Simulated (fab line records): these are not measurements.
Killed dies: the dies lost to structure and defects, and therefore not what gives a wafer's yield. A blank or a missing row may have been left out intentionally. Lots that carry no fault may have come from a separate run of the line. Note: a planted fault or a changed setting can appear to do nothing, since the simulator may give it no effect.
A lot that was struck, set against a sound lot	flow n5-finfet	39 out of 1938 route steps
Sound: these wafers, L535.2, L535.4, L535.5. Struck: wafer L541.5. (L541.3, L541.4 of the same lot were not struck and are left out.) The cause comes at the end.
Each step with rows lists, per side, the tool, then ch with its chambers, then its first start. Under that, the readings that differ: sound wafers	struck wafers	difference of the means	sigmas: that difference in standard deviations of wafers without a fault.
alike: readings with means less than 2 such deviations apart, plus words and numbers identical on both sides. not compared: withheld readings, readings lacking a value on some wafer, bounds such as >300 that could conceal the same value, and numbers that have no deviation in the record and whose values overlap.
A row with sigmas, a row that says differs or no value, or rows on one side alone: a step with any of these is where the two part. Numbers that have no deviation but don't overlap get no sigmas and don't part them. A reading missing from all wafers of one side parts the sides only when that side holds two or more wafers.

first, 9 steps without rows for these wafers: N5_HKMG_FIN_SOFTBAKE_07 (time 60 s); N5_HKMG_FIN_EXPOSE_09 (exposes mask NWFM); N5_HKMG_FIN_PEB_10 (peb time 60 s); N5_HKMG_FIN_DEVELOP_11 (develop time 30 s); N5_HKMG_FIN_DESCUM_17 (chemistry O2, time 7.9 s); N5_HKMG_FIN_ETCH_31 (etches SiARC in CF4, target depth 45.5 nm, time 75.8 s); N5_HKMG_FIN_ETCH_32 (etches SOC in N2/H2, target depth 240 nm, time 300 s); N5_HKMG_FIN_STRIP_33 (strips in N2/H2); N5_HKMG_FIN_STRIP_34 (strips in CF4).
N5_HKMG_FIN_ETCH_35: etches SOC in N2/H2, target depth 215.8 nm, time 243.4 s.
  sound on rie-diel-06 ch 1,2, day 7 18:31; struck on rie-diel-06 ch 0, day 9 04:23
reading	sound	struck	difference	sigmas
oes-product-au (a.u.)	0.68 0.82 0.69	0.94	+0.21	+2
run-length-s (s)	267.5 266.5 267.1	122.6	-144.4	-99 or more
throttle-valve-pct (%)	17.84 17.81 17.84	16.99	-0.84	-3
model.SOC_of_HKMG_FIN_COAT_29.thk-nm (nm)	84.8 89.2 84.6	213.4	+127.2	
model.etch.depth-nm (nm)	214.9 211.4 215.9	87.77	-126.30	
model.HKMG_FIN.feature-depth-nm (nm)	214.8 211.4 215.8	87.8	-126.2	
  alike: drypump-motor-current-A, h2-flow-sccm, rf-vpp-V, showerhead-plenum-p-Torr
  not compared: rf-hours-counter-h
N5_HKMG_FIN_STRIP_92: strips SOC in N2/H2, time 20 s.
  sound on rie-diel-06 ch 1,2, day 7 18:40; struck on rie-diel-06 ch 0, day 9 04:32
reading	sound	struck	difference	sigmas
oes-product-au (a.u.)	0.70 0.83 0.70	0.94	+0.20	+2
rf-vpp-V (V)	53.6 55.5 53.8	52.3	-2.0	-2
throttle-valve-pct (%)	19.1 18.8 19.1	17.9	-1.1	-3
model.SOC_of_HKMG_FIN_COAT_29.thk-nm (nm)	74.2 79 74	203.2	+127.5	
  alike: drypump-motor-current-A, h2-flow-sccm, showerhead-plenum-p-Torr
  not compared: rf-hours-counter-h
then, 26 steps without rows for these wafers: N5_HKMG_FIN_WET_ETCH_18 (etches TiN in SC1, time 55 s, target depth 5.2 nm, rinse time 30 s); N5_HKMG_FIN_STRIP_19 (strips in N2/H2, time 360 s); N5_HKMG_FIN_ALD_91 (deposits TiN, target thk 1 nm, pulse time 1 s, purge time 3 s); N5_HKMG_FIN_COAT_85 (time 60 s, resist thk 300 nm); N5_HKMG_FIN_ETCH_86 (etches SOC in N2/H2, stops on TiN, target depth 393.2 nm); N5_HKMG_FIN_STRIP_89 (strips SOC in N2/H2, time 20 s); N5_HKMG_FIN_WET_ETCH_87 (etches TiN in SC1, time 154.2 s, target depth 4.7 nm, rinse time 30 s); N5_HKMG_FIN_STRIP_88 (strips in N2/H2, time 360 s); N5_HKMG_FIN_NWFM_ALD_20 (deposits TiAlC, target thk 2 nm, pulse time 3 s, purge time 2 s); N5_HKMG_FIN_ALD_71 (deposits TiN, target thk 1 nm, pulse time 1 s, purge time 3 s); N5_HKMG_FIN_COAT_66 (time 60 s, resist thk 300 nm); N5_HKMG_FIN_ETCH_67 (etches SOC in N2/H2, stops on TiN, target depth 388.9 nm); N5_HKMG_FIN_STRIP_90 (strips SOC in N2/H2, time 20 s); N5_HKMG_FIN_WET_ETCH_73 (etches the open film in SC1, time 42.3 s, target depth 1.3 nm, rinse time 30 s); N5_HKMG_FIN_ETCHBACK_68 (etches the open film in Cl2/Ar, stops on HfO2, target depth 0.5 nm); N5_HKMG_FIN_STRIP_69 (strips in N2/H2, time 360 s); N5_HKMG_FIN_ALD_21 (deposits TiN, target thk 1.5 nm, pulse time 1 s, purge time 3 s); N5_HKMG_FIN_ALD_72 (deposits W, target thk 2 nm, pulse time 1 s, purge time 2 s); N5_HKMG_FIN_W_FILL_22 (material W, target thk 60 nm, time 18.2 s); N5_HKMG_FIN_PRECLEAN_83 (cleans in DIW, time 57.5 s); N5_HKMG_FIN_SRD_84 (dry time 32 s); N5_HKMG_FIN_CMP_23 (polishes, stops on SiNx, t overpolish 10 s, target thk 46.326 nm); N5_HKMG_FIN_CMP_94 (polishes, stops on SiNx, t overpolish 4.7 s, target thk 43.299 nm); N5_GATE_CUT_ETCHBACK_00 (etches W in SF6/Cl2); N5_GATE_CUT_ETCH_56 (etches TiN in Cl2/Ar, target depth 21.6 nm); N5_GATE_CUT_ETCHBACK_30 (etches TiN in Cl2/Ar, target depth 3 nm).
-- record jumps: 5 days separate the struck wafers' starts on either side; left off in module GATE_CUT, taken up again in module BEOL_M4, whose first shown step is the route's number 1111 --
N5_BEOL_M4_RC_MEAS_101:
  sound on prober-02 ch 0, day 13 10:04; struck on prober-02 ch 0, day 14 10:44
reading	sound	struck	difference	sigmas
IOFF_N (nA/um)	0.16 0.19 0.15	0.00	-0.17	-5
IOFF_N_85C (nA/um)	3.1 3.6 3.1	0.0	-3.3	-6
IOFF_N_LIN (nA/um)	0.075 0.086 0.071	0.000	-0.077	-6
IOFF_N_LONG (nA/um)	5.7e-05 5.73e-05 5.72e-05	3.07e-05	-2.65e-05	-10
ION_N (uA/um)	682 688 676	237	-445	-40
VT_N (mV)	248 248 248	463	+215	+60
VT_N_LONG (mV)	273.4 275.9 273.7	479.2	+204.9	+99 or more
VT_N_LVT (mV)	97 94 99	305	+208	+60
  alike: DIBL_N, DIBL_P, IOFF_P, ION_P, SS_N, SS_P, VT_P
-- a jump in the record: the struck wafers' starts before and after are 4 days apart (it breaks off in module BEOL_M4 and resumes in module PASSIVATION, where the first step shown is number 1936 of the route) --
N5_PASSIVATION_PROBE_49:
  the record has rows for the struck wafers here (prober-02, day 18 16:38) and none for the sound ones

== WHERE THEY PART ==
Last at N5_PASSIVATION_PROBE_49 as far as this record goes, first at N5_HKMG_FIN_ETCH_35.

WHY: whatever the simulator had introduced
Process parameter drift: rie-diel-06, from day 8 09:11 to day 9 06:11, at N5_HKMG_FIN_ETCH_35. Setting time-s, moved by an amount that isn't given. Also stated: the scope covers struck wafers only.
